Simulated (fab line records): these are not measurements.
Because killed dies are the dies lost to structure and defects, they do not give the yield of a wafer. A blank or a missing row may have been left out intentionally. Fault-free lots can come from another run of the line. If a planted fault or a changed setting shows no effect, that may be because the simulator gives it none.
Chamber matching | flow nandHarc | NHARC_A_CHANNEL_FILL_D2_ETCHBACK_20 on rieDiel-08: 4 sister chambers
The step etches the open film in C4F8/O2/Ar, target depth 27 nm, time 13.5 s. 4 wafers are shown with their chamber, then 12 later ones without.

WAFERS WITH THEIR CHAMBER
wafer  | chamber | rfVppV (V)
L089.5 | 2       | 984
L090.2 | 1       | 983
L090.5 | 3       | 974
L090.6 | 0       | 971

WAFERS WITHOUT THEIR CHAMBER
wafer  | rfVppV (V)
L092.1 | 973
L092.2 | 985
L092.4 | 971
L093.1 | 982
L093.4 | 986
L093.6 | 971
L095.2 | 985
L095.5 | 981
L095.6 | 985
L097.1 | 985
L097.2 | 969
L097.5 | 983

CHAMBER TAKEN BY EACH
wafer  | from the rows above     | in truth
L092.1 | can't be placed: 3 or 0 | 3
L092.2 | can't be placed: 2 or 1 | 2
L092.4 | 0                       | 0
L093.1 | can't be placed: 1 or 2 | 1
L093.4 | can't be placed: 2 or 1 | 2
L093.6 | 0                       | 0
L095.2 | can't be placed: 2 or 1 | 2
L095.5 | can't be placed: 1 or 2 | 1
L095.6 | can't be placed: 2 or 1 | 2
L097.1 | can't be placed: 2 or 1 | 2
L097.2 | 0                       | 0
L097.5 | can't be placed: 1 or 2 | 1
3 of 12 placed correctly. Not placeable from these rows: 9 (in 9, the candidates include the true chamber). Placed wrongly: 0.
How it was worked out, from the rows above alone: a wafer's distance from a chamber is the root of the sum, over the readings, of the square of ((its reading less the chamber's mean) divided by the reading's scatter). If the next closest chamber is less than 2 further off than the closest, the wafer can't be placed; otherwise it belongs to the closest. The mean given for a chamber averages the wafers shown for that chamber. The scatter: with one shown wafer a chamber, the root of the mean of the squares of how far each hidden wafer lies from its nearest shown one.
